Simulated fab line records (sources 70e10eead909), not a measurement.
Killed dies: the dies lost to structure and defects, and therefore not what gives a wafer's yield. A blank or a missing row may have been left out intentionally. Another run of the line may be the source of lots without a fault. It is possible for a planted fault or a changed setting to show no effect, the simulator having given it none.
Chamber matching || flow nand_harc || NHARC_A_BLC_ALD_23 on ald_metal-01 has 4 sister chambers
The step deposits TiN, target thk 3 nm, pulse time 1 s, ald cycles 150. 7 wafers are shown with their chamber, then 9 later ones without.

== WAFERS WITH THEIR CHAMBER ==
{"wafer": "L077.4", "chamber": 2, "heater_power_w (W)": 981, "precursor_pulse_height_rel": 1.024}
{"wafer": "L086.5", "chamber": 3, "heater_power_w (W)": 1054, "precursor_pulse_height_rel": 1.024}
{"wafer": "L086.1", "chamber": 1, "heater_power_w (W)": 1176, "precursor_pulse_height_rel": 0.987}
{"wafer": "L086.2", "chamber": 2, "heater_power_w (W)": 1027, "precursor_pulse_height_rel": 0.962}
{"wafer": "L095.2", "chamber": 0, "heater_power_w (W)": 962, "precursor_pulse_height_rel": 1.008}
{"wafer": "L095.5", "chamber": 0, "heater_power_w (W)": 1001, "precursor_pulse_height_rel": 0.998}
{"wafer": "L095.6", "chamber": 3, "heater_power_w (W)": 1050, "precursor_pulse_height_rel": 1.039}

== WAFERS WITHOUT THEIR CHAMBER ==
{"wafer": "L091.3", "heater_power_w (W)": 1153, "precursor_pulse_height_rel": 0.983}
{"wafer": "L091.4", "heater_power_w (W)": 1140, "precursor_pulse_height_rel": 1.042}
{"wafer": "L091.5", "heater_power_w (W)": 993, "precursor_pulse_height_rel": 0.985}
{"wafer": "L094.1", "heater_power_w (W)": 1011, "precursor_pulse_height_rel": 0.984}
{"wafer": "L094.2", "heater_power_w (W)": 1137, "precursor_pulse_height_rel": 0.975}
{"wafer": "L094.3", "heater_power_w (W)": 982, "precursor_pulse_height_rel": 1.014}
{"wafer": "L097.1", "heater_power_w (W)": 986, "precursor_pulse_height_rel": 1.014}
{"wafer": "L097.5", "heater_power_w (W)": 1015, "precursor_pulse_height_rel": 0.997}
{"wafer": "L097.6", "heater_power_w (W)": 1004, "precursor_pulse_height_rel": 1.013}

== WHICH CHAMBER EACH WENT THROUGH ==
{"wafer": "L091.3", "from the rows above": 1, "in truth": 1}
{"wafer": "L091.4", "from the rows above": "can't be placed: 1 or 3", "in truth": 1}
{"wafer": "L091.5", "from the rows above": "can't be placed: 2 or 0", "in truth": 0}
{"wafer": "L094.1", "from the rows above": "can't be placed: 2 or 0", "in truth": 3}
{"wafer": "L094.2", "from the rows above": 1, "in truth": 1}
{"wafer": "L094.3", "from the rows above": "can't be placed: 0 or 2", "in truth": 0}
{"wafer": "L097.1", "from the rows above": "can't be placed: 0 or 2", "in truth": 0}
{"wafer": "L097.5", "from the rows above": "can't be placed: 2 or 0 or 3", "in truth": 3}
{"wafer": "L097.6", "from the rows above": "can't be placed: 2 or 0 or 3", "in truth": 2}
Correctly placed: 2 of 9. From these rows, 7 cannot be placed; in 6 the true chamber is one of the candidates. Wrongly placed: 0.
How it was worked out, from the rows above alone: a wafer's distance from a chamber is the root of the sum, over the readings, of the square of ((its reading less the chamber's mean) divided by the reading's scatter). The wafer belongs to the nearest chamber; if the next one is less than 2 further off, it can't be placed. A chamber's mean is the mean of its shown wafers. The scatter: the root of (the sum of the squares of (reading less its chamber's mean) over the shown wafers, divided by (wafers less chambers)).
